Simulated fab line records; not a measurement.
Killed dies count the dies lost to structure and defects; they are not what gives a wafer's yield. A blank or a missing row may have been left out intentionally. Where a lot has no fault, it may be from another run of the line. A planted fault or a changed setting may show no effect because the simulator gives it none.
Which of the tools did it? || flow n5_finfet || 9 lots, 27 wafers sampled, at 6 steps of a route of 1938

## WHAT THE GAUGES SHOWED, per wafer
N5_HKMG_FIN_THK_MEAS_70: measures by xrf. Usual: HK_THK gives 1.583 nm (standard deviation 0.019).
{"lot": "L160", "measured": "day 4 02:58", "on": "film_metro-01", "HK_THK (nm)": "1.601 1.602 1.589", "flag": ""}
{"lot": "L161", "measured": "day 4 07:43", "on": "film_metro-02", "HK_THK (nm)": "1.583 1.582 1.610", "flag": ""}
{"lot": "L163", "measured": "day 4 19:37", "on": "film_metro-01", "HK_THK (nm)": "1.601 1.596 1.581", "flag": ""}
{"lot": "L166", "measured": "day 5 19:13", "on": "film_metro-02", "HK_THK (nm)": "1.345 1.372 1.331", "flag": "OFF"}
{"lot": "L168", "measured": "day 6 06:01", "on": "film_metro-02", "HK_THK (nm)": "1.309 1.352 1.335", "flag": "OFF"}
{"lot": "L177", "measured": "day 8 06:40", "on": "film_metro-01", "HK_THK (nm)": "1.601 1.577 1.595", "flag": ""}
{"lot": "L178", "measured": "day 8 12:49", "on": "film_metro-01", "HK_THK (nm)": "1.617 1.590 1.567", "flag": ""}
{"lot": "L179", "measured": "day 8 21:29", "on": "film_metro-02", "HK_THK (nm)": "1.539 1.593 1.569", "flag": ""}
{"lot": "L182", "measured": "day 9 14:22", "on": "film_metro-01", "HK_THK (nm)": "1.606 1.594 1.598", "flag": ""}

N5_BEOL_M4_RC_MEAS_101. Usual: DIBL_N 35.8 mV/V, standard deviation 1.6; DIBL_P 36.0 mV/V, standard deviation 2.1; IOFF_N 0.153 nA/um, standard deviation 0.026; IOFF_P 0.21 nA/um, standard deviation 0.037; ION_N 673 uA/um, standard deviation 11; ION_P 462 uA/um, standard deviation 7.6; SS_N 71.4 mV/dec, standard deviation 0.53; SS_P 73.2 mV/dec, standard deviation 0.67; VT_N 250 mV, standard deviation 3.2; VT_P -250 mV, standard deviation 3.7.
{"lot": "L160", "measured": "day 8 01:25", "on": "prober-02", "DIBL_N (mV/V)": "37.3 33.5 37.9", "DIBL_P (mV/V)": "39.2 33.7 38.8", "IOFF_N (nA/um)": "0.188 0.117 0.207", "IOFF_P (nA/um)": "0.26 0.17 0.27", "ION_N (uA/um)": "684 662 700", "ION_P (uA/um)": "476 463 476", "SS_N (mV/dec)": "70.9 71.1 71.1", "SS_P (mV/dec)": "74.0 72.5 74.2", "VT_N (mV)": "245 256 243", "VT_P (mV)": "-248 -251 -245", "flag": ""}
{"lot": "L161", "measured": "day 8 09:25", "on": "prober-02", "DIBL_N (mV/V)": "35.3 37.4 35.5", "DIBL_P (mV/V)": "36.1 37.9 35.7", "IOFF_N (nA/um)": "0.139 0.165 0.137", "IOFF_P (nA/um)": "0.18 0.20 0.18", "ION_N (uA/um)": "670 675 673", "ION_P (uA/um)": "453 460 456", "SS_N (mV/dec)": "71.1 71.7 71.6", "SS_P (mV/dec)": "73.2 73.4 72.4", "VT_N (mV)": "252 250 253", "VT_P (mV)": "-255 -250 -252", "flag": ""}
{"lot": "L163", "measured": "day 9 00:14", "on": "prober-02", "DIBL_N (mV/V)": "38.4 39.5 36.4", "DIBL_P (mV/V)": "37.5 39.5 35.9", "IOFF_N (nA/um)": "0.175 0.193 0.144", "IOFF_P (nA/um)": "0.22 0.27 0.20", "ION_N (uA/um)": "679 685 678", "ION_P (uA/um)": "461 473 464", "SS_N (mV/dec)": "72.8 72.2 70.8", "SS_P (mV/dec)": "73.6 74.4 73.0", "VT_N (mV)": "251 250 251", "VT_P (mV)": "-251 -249 -253", "flag": ""}
{"lot": "L166", "measured": "day 9 15:37", "on": "prober-02", "DIBL_N (mV/V)": "37.0 35.2 35.6", "DIBL_P (mV/V)": "38.7 35.6 36.5", "IOFF_N (nA/um)": "0.192 0.153 0.159", "IOFF_P (nA/um)": "0.25 0.20 0.21", "ION_N (uA/um)": "690 680 670", "ION_P (uA/um)": "467 464 463", "SS_N (mV/dec)": "71.4 71.2 71.8", "SS_P (mV/dec)": "73.6 73.2 72.8", "VT_N (mV)": "248 250 252", "VT_P (mV)": "-247 -253 -250", "flag": ""}
{"lot": "L168", "measured": "day 9 19:12", "on": "prober-02", "DIBL_N (mV/V)": "33.3 36.3 35.0", "DIBL_P (mV/V)": "32.7 35.2 33.4", "IOFF_N (nA/um)": "0.107 0.143 0.119", "IOFF_P (nA/um)": "0.16 0.18 0.17", "ION_N (uA/um)": "663 666 652", "ION_P (uA/um)": "457 453 448", "SS_N (mV/dec)": "71.0 71.6 71.0", "SS_P (mV/dec)": "72.5 73.1 73.6", "VT_N (mV)": "257 254 255", "VT_P (mV)": "-256 -251 -253", "flag": ""}
{"lot": "L177", "measured": "day 12 11:53", "on": "prober-01", "DIBL_N (mV/V)": "35.1 35.1 37.1", "DIBL_P (mV/V)": "36.0 35.8 38.2", "IOFF_N (nA/um)": "0.145 0.148 0.178", "IOFF_P (nA/um)": "0.19 0.19 0.22", "ION_N (uA/um)": "665 671 678", "ION_P (uA/um)": "459 458 460", "SS_N (mV/dec)": "70.7 71.4 72.4", "SS_P (mV/dec)": "73.7 72.8 74.1", "VT_N (mV)": "251 249 249", "VT_P (mV)": "-252 -250 -252", "flag": ""}
{"lot": "L178", "measured": "day 12 10:37", "on": "prober-02", "DIBL_N (mV/V)": "35.1 35.8 32.7", "DIBL_P (mV/V)": "34.1 34.5 30.9", "IOFF_N (nA/um)": "0.127 0.131 0.093", "IOFF_P (nA/um)": "0.16 0.16 0.12", "ION_N (uA/um)": "657 661 662", "ION_P (uA/um)": "454 452 448", "SS_N (mV/dec)": "71.6 71.3 70.3", "SS_P (mV/dec)": "72.5 72.6 71.9", "VT_N (mV)": "253 254 259", "VT_P (mV)": "-257 -257 -255", "flag": ""}
{"lot": "L179", "measured": "day 13 01:37", "on": "prober-01", "DIBL_N (mV/V)": "36.5 37.5 34.7", "DIBL_P (mV/V)": "36.6 37.0 35.0", "IOFF_N (nA/um)": "0.159 0.174 0.136", "IOFF_P (nA/um)": "0.20 0.21 0.18", "ION_N (uA/um)": "669 680 661", "ION_P (uA/um)": "459 464 460", "SS_N (mV/dec)": "71.4 72.2 70.6", "SS_P (mV/dec)": "73.7 73.4 72.9", "VT_N (mV)": "253 250 253", "VT_P (mV)": "-251 -249 -254", "flag": ""}
{"lot": "L182", "measured": "day 13 14:36", "on": "prober-01", "DIBL_N (mV/V)": "33.2 34.2 37.3", "DIBL_P (mV/V)": "32.0 32.8 37.4", "IOFF_N (nA/um)": "0.110 0.118 0.188", "IOFF_P (nA/um)": "0.15 0.15 0.24", "ION_N (uA/um)": "664 667 685", "ION_P (uA/um)": "457 458 467", "SS_N (mV/dec)": "70.9 71.0 71.0", "SS_P (mV/dec)": "71.6 72.4 73.3", "VT_N (mV)": "256 253 246", "VT_P (mV)": "-254 -256 -250", "flag": ""}

## TOOL THAT RAN EACH LOT (tool first, then ch and the chambers of the sampled wafers, then the start)
{"lot": "L160", "N5_HKMG_FIN_HK_ALD_01": "ald_hk-03 ch 0,2,3, day 3 23:22", "N5_HKMG_FIN_DESCUM_53": "rie_diel-06 ch 1,2,3, day 4 00:34", "N5_HKMG_FIN_ALD_36": "ald_metal-01 ch 0,1,2, day 4 02:41", "N5_HKMG_FIN_ETCH_31": "rie_diel-06 ch 0,1,2, day 4 03:58"}
{"lot": "L161", "N5_HKMG_FIN_HK_ALD_01": "ald_hk-03 ch 2,3, day 4 03:53", "N5_HKMG_FIN_DESCUM_53": "rie_diel-06 ch 0,1, day 4 04:57", "N5_HKMG_FIN_ALD_36": "ald_metal-01 ch 0,1,2, day 4 07:26", "N5_HKMG_FIN_ETCH_31": "rie_diel-01 ch 0,2,3, day 4 09:26"}
{"lot": "L163", "N5_HKMG_FIN_HK_ALD_01": "ald_hk-03 ch 0,2,3, day 4 16:04", "N5_HKMG_FIN_DESCUM_53": "rie_diel-01 ch 1,3, day 4 17:01", "N5_HKMG_FIN_ALD_36": "ald_metal-01 ch 1,2, day 4 19:12", "N5_HKMG_FIN_ETCH_31": "rie_diel-06 ch 0,3, day 4 20:37"}
{"lot": "L166", "N5_HKMG_FIN_HK_ALD_01": "ald_hk-03 ch 0,1,2, day 5 15:32", "N5_HKMG_FIN_DESCUM_53": "rie_diel-05 ch 1,2,3, day 5 16:35", "N5_HKMG_FIN_ALD_36": "ald_metal-04 ch 0,2,3, day 5 18:56", "N5_HKMG_FIN_ETCH_31": "rie_diel-01 ch 0,1,3, day 5 20:27"}
{"lot": "L168", "N5_HKMG_FIN_HK_ALD_01": "ald_hk-03 ch 0,2,3, day 6 02:27", "N5_HKMG_FIN_DESCUM_53": "rie_diel-05 ch 0,2,3, day 6 03:36", "N5_HKMG_FIN_ALD_36": "ald_metal-03 ch 0,2,3, day 6 05:44", "N5_HKMG_FIN_ETCH_31": "rie_diel-06 ch 0,3, day 6 07:01"}
{"lot": "L177", "N5_HKMG_FIN_HK_ALD_01": "ald_hk-02 ch 0,1,3, day 8 03:08", "N5_HKMG_FIN_DESCUM_53": "rie_diel-01 ch 0,2, day 8 04:11", "N5_HKMG_FIN_ALD_36": "ald_metal-01 ch 1,3, day 8 06:23", "N5_HKMG_FIN_ETCH_31": "rie_diel-06 ch 0,1,2, day 8 07:40"}
{"lot": "L178", "N5_HKMG_FIN_HK_ALD_01": "ald_hk-02 ch 0,1,3, day 8 08:55", "N5_HKMG_FIN_DESCUM_53": "rie_diel-01 ch 0,1,2, day 8 10:19", "N5_HKMG_FIN_ALD_36": "ald_metal-04 ch 0,1,3, day 8 12:32", "N5_HKMG_FIN_ETCH_31": "rie_diel-06 ch 0,1,2, day 8 14:02"}
{"lot": "L179", "N5_HKMG_FIN_HK_ALD_01": "ald_hk-01 ch 0,2,3, day 8 18:02", "N5_HKMG_FIN_DESCUM_53": "rie_diel-01 ch 1,2,3, day 8 19:04", "N5_HKMG_FIN_ALD_36": "ald_metal-04 ch 0,1,2, day 8 21:12", "N5_HKMG_FIN_ETCH_31": "rie_diel-01 ch 0,1,2, day 8 22:29"}
{"lot": "L182", "N5_HKMG_FIN_HK_ALD_01": "ald_hk-02 ch 0,1,3, day 9 10:55", "N5_HKMG_FIN_DESCUM_53": "rie_diel-05 ch 0,3, day 9 11:58", "N5_HKMG_FIN_ALD_36": "ald_metal-01 ch 1,2, day 9 14:05", "N5_HKMG_FIN_ETCH_31": "rie_diel-01 ch 0,1,3, day 9 15:14"}
- N5_HKMG_FIN_HK_ALD_01: deposits HfO2, target thk 1.6 nm, pulse time 3 s, purge time 3 s.
- N5_HKMG_FIN_DESCUM_53: chemistry O2, time 7.9 s.
- N5_HKMG_FIN_ALD_36: deposits TiN, target thk 1 nm, pulse time 1 s, purge time 3 s.
- N5_HKMG_FIN_ETCH_31: etches SiARC in CF4, target depth 45.5 nm, time 75.8 s.

## WHAT THE TOOLS THEMSELVES READ (means of the sampled wafers that have a number; where no wafer has one, the mark that the record gives instead)
N5_HKMG_FIN_HK_ALD_01. Usual: precursor_pulse_height_rel 0.997, standard deviation 0.02.
{"lot": "L160", "tool": "ald_hk-03", "precursor_pulse_height_rel": 1.002, "flag": ""}
{"lot": "L161", "tool": "ald_hk-03", "precursor_pulse_height_rel": 0.977, "flag": ""}
{"lot": "L163", "tool": "ald_hk-03", "precursor_pulse_height_rel": 1.015, "flag": ""}
{"lot": "L166", "tool": "ald_hk-03", "precursor_pulse_height_rel": 1.006, "flag": ""}
{"lot": "L168", "tool": "ald_hk-03", "precursor_pulse_height_rel": 0.994, "flag": ""}
{"lot": "L177", "tool": "ald_hk-02", "precursor_pulse_height_rel": 1.001, "flag": ""}
{"lot": "L178", "tool": "ald_hk-02", "precursor_pulse_height_rel": 0.992, "flag": ""}
{"lot": "L179", "tool": "ald_hk-01", "precursor_pulse_height_rel": 1.008, "flag": ""}
{"lot": "L182", "tool": "ald_hk-02", "precursor_pulse_height_rel": 0.988, "flag": ""}

N5_HKMG_FIN_DESCUM_53. Usual: drypump_motor_current_A 5.7 A, standard deviation 0.54; oes_product_au 0.78 a.u., standard deviation 0.079; rf_vpp_V 243.5 V, standard deviation 1.3; showerhead_plenum_p_Torr 2.12 Torr, standard deviation 0.06; throttle_valve_pct 20.52 %, standard deviation 0.24.
{"lot": "L160", "tool": "rie_diel-06", "drypump_motor_current_A (A)": 5.8, "oes_product_au (a.u.)": 0.76, "rf_vpp_V (V)": 242.6, "showerhead_plenum_p_Torr (Torr)": 2.13, "throttle_valve_pct (%)": 20.48, "flag": ""}
{"lot": "L161", "tool": "rie_diel-06", "drypump_motor_current_A (A)": 5.1, "oes_product_au (a.u.)": 0.83, "rf_vpp_V (V)": 243.3, "showerhead_plenum_p_Torr (Torr)": 2.09, "throttle_valve_pct (%)": 20.31, "flag": ""}
{"lot": "L163", "tool": "rie_diel-01", "drypump_motor_current_A (A)": 5.5, "oes_product_au (a.u.)": 0.72, "rf_vpp_V (V)": 243.6, "showerhead_plenum_p_Torr (Torr)": 2.14, "throttle_valve_pct (%)": 20.87, "flag": ""}
{"lot": "L166", "tool": "rie_diel-05", "drypump_motor_current_A (A)": 5.5, "oes_product_au (a.u.)": 0.81, "rf_vpp_V (V)": 245.2, "showerhead_plenum_p_Torr (Torr)": 2.19, "throttle_valve_pct (%)": 20.35, "flag": ""}
{"lot": "L168", "tool": "rie_diel-05", "drypump_motor_current_A (A)": 5.8, "oes_product_au (a.u.)": 0.77, "rf_vpp_V (V)": 243.7, "showerhead_plenum_p_Torr (Torr)": 2.14, "throttle_valve_pct (%)": 20.30, "flag": ""}
{"lot": "L177", "tool": "rie_diel-01", "drypump_motor_current_A (A)": 5.8, "oes_product_au (a.u.)": 0.77, "rf_vpp_V (V)": 243.6, "showerhead_plenum_p_Torr (Torr)": 2.13, "throttle_valve_pct (%)": 20.58, "flag": ""}
{"lot": "L178", "tool": "rie_diel-01", "drypump_motor_current_A (A)": 5.7, "oes_product_au (a.u.)": 0.84, "rf_vpp_V (V)": 242.6, "showerhead_plenum_p_Torr (Torr)": 2.09, "throttle_valve_pct (%)": 20.47, "flag": ""}
{"lot": "L179", "tool": "rie_diel-01", "drypump_motor_current_A (A)": 5.8, "oes_product_au (a.u.)": 0.80, "rf_vpp_V (V)": 244.1, "showerhead_plenum_p_Torr (Torr)": 2.13, "throttle_valve_pct (%)": 20.67, "flag": ""}
{"lot": "L182", "tool": "rie_diel-05", "drypump_motor_current_A (A)": 6.0, "oes_product_au (a.u.)": 0.79, "rf_vpp_V (V)": 243.9, "showerhead_plenum_p_Torr (Torr)": 2.15, "throttle_valve_pct (%)": 20.12, "flag": ""}

N5_HKMG_FIN_ALD_36. Usual: heater_power_w 904 W, standard deviation 98; precursor_pulse_height_rel 0.998, standard deviation 0.019.
{"lot": "L160", "tool": "ald_metal-01", "heater_power_w (W)": 933, "precursor_pulse_height_rel": 0.993, "flag": ""}
{"lot": "L161", "tool": "ald_metal-01", "heater_power_w (W)": 919, "precursor_pulse_height_rel": 0.996, "flag": ""}
{"lot": "L163", "tool": "ald_metal-01", "heater_power_w (W)": 833, "precursor_pulse_height_rel": 1.001, "flag": ""}
{"lot": "L166", "tool": "ald_metal-04", "heater_power_w (W)": 949, "precursor_pulse_height_rel": 1.009, "flag": ""}
{"lot": "L168", "tool": "ald_metal-03", "heater_power_w (W)": 834, "precursor_pulse_height_rel": 0.987, "flag": ""}
{"lot": "L177", "tool": "ald_metal-01", "heater_power_w (W)": 849, "precursor_pulse_height_rel": 0.999, "flag": ""}
{"lot": "L178", "tool": "ald_metal-04", "heater_power_w (W)": 913, "precursor_pulse_height_rel": 0.980, "flag": ""}
{"lot": "L179", "tool": "ald_metal-04", "heater_power_w (W)": 900, "precursor_pulse_height_rel": 0.995, "flag": ""}
{"lot": "L182", "tool": "ald_metal-01", "heater_power_w (W)": 841, "precursor_pulse_height_rel": 0.994, "flag": ""}

N5_HKMG_FIN_ETCH_31. Usual: drypump_motor_current_A 5.7 A, standard deviation 0.55; etch_rf_on_time_s 76.2 s, standard deviation 1.2; oes_product_au 0.66 a.u., standard deviation 0.064; rf_vpp_V 184.4 V, standard deviation 1.1; showerhead_plenum_p_Torr 2.17 Torr, standard deviation 0.058; throttle_valve_pct 15.69 %, standard deviation 0.21.
{"lot": "L160", "tool": "rie_diel-06", "drypump_motor_current_A (A)": 5.6, "etch_rf_on_time_s (s)": 77.1, "oes_product_au (a.u.)": 0.69, "rf_vpp_V (V)": 184.3, "showerhead_plenum_p_Torr (Torr)": 2.16, "throttle_valve_pct (%)": 15.59, "flag": ""}
{"lot": "L161", "tool": "rie_diel-01", "drypump_motor_current_A (A)": 5.5, "etch_rf_on_time_s (s)": 76.3, "oes_product_au (a.u.)": 0.68, "rf_vpp_V (V)": 184.9, "showerhead_plenum_p_Torr (Torr)": 2.18, "throttle_valve_pct (%)": 15.74, "flag": ""}
{"lot": "L163", "tool": "rie_diel-06", "drypump_motor_current_A (A)": 5.2, "etch_rf_on_time_s (s)": 75.0, "oes_product_au (a.u.)": 0.73, "rf_vpp_V (V)": 184.5, "showerhead_plenum_p_Torr (Torr)": 2.12, "throttle_valve_pct (%)": 15.65, "flag": ""}
{"lot": "L166", "tool": "rie_diel-01", "drypump_motor_current_A (A)": 5.4, "etch_rf_on_time_s (s)": 76.8, "oes_product_au (a.u.)": 0.65, "rf_vpp_V (V)": 184.0, "showerhead_plenum_p_Torr (Torr)": 2.14, "throttle_valve_pct (%)": 15.82, "flag": ""}
{"lot": "L168", "tool": "rie_diel-06", "drypump_motor_current_A (A)": 5.5, "etch_rf_on_time_s (s)": 75.8, "oes_product_au (a.u.)": 0.68, "rf_vpp_V (V)": 185.2, "showerhead_plenum_p_Torr (Torr)": 2.13, "throttle_valve_pct (%)": 15.75, "flag": ""}
{"lot": "L177", "tool": "rie_diel-06", "drypump_motor_current_A (A)": 5.6, "etch_rf_on_time_s (s)": 77.4, "oes_product_au (a.u.)": 0.66, "rf_vpp_V (V)": 183.5, "showerhead_plenum_p_Torr (Torr)": 2.15, "throttle_valve_pct (%)": 15.66, "flag": ""}
{"lot": "L178", "tool": "rie_diel-06", "drypump_motor_current_A (A)": 5.6, "etch_rf_on_time_s (s)": 77.4, "oes_product_au (a.u.)": 0.65, "rf_vpp_V (V)": 184.7, "showerhead_plenum_p_Torr (Torr)": 2.15, "throttle_valve_pct (%)": 15.67, "flag": ""}
{"lot": "L179", "tool": "rie_diel-01", "drypump_motor_current_A (A)": 5.7, "etch_rf_on_time_s (s)": 76.8, "oes_product_au (a.u.)": 0.71, "rf_vpp_V (V)": 184.3, "showerhead_plenum_p_Torr (Torr)": 2.13, "throttle_valve_pct (%)": 15.60, "flag": ""}
{"lot": "L182", "tool": "rie_diel-01", "drypump_motor_current_A (A)": 5.4, "etch_rf_on_time_s (s)": 76.5, "oes_product_au (a.u.)": 0.70, "rf_vpp_V (V)": 184.1, "showerhead_plenum_p_Torr (Torr)": 2.13, "throttle_valve_pct (%)": 15.72, "flag": ""}

## THE ANSWER, worked out from the rows above alone
Rule: take the mean of a lot's wafers that have a number; if it is more than 3 standard deviations from the usual mean, the lot is off. A lot without any number at a reading at which 4 lots or more have one is off too. The other lots that the step has rows for count as sound. Order of review: gauges by route order, followed by the tools' own readings, for which a lot's mean as printed above is used. At the first step where some lot is off, the reading lying furthest off is the one used; lots without a number count as furthest.
Off: L166, L168, at N5_HKMG_FIN_THK_MEAS_70 (HK_THK).
A tool fits if, at a process step before that reading, it ran every lot that is off, and no sound lot after the first of them. Gauges at N5_HKMG_FIN_THK_MEAS_70: tried the same way as those tools. One candidate fits, namely ald_hk-03 at N5_HKMG_FIN_HK_ALD_01. Its last sound lot is L163 (day 4 16:04), its first lot that is off L166 (day 5 15:32): a fault that began between those two fits.

## WHAT WAS PUT IN BY THE SIMULATOR
Site profile drift: ald_hk-03, from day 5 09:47 on, at N5_HKMG_FIN_HK_ALD_01. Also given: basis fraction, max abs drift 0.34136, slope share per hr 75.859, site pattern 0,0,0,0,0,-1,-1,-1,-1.
Shown lots that were struck: L166, L168. The rule given above showed the same thing.
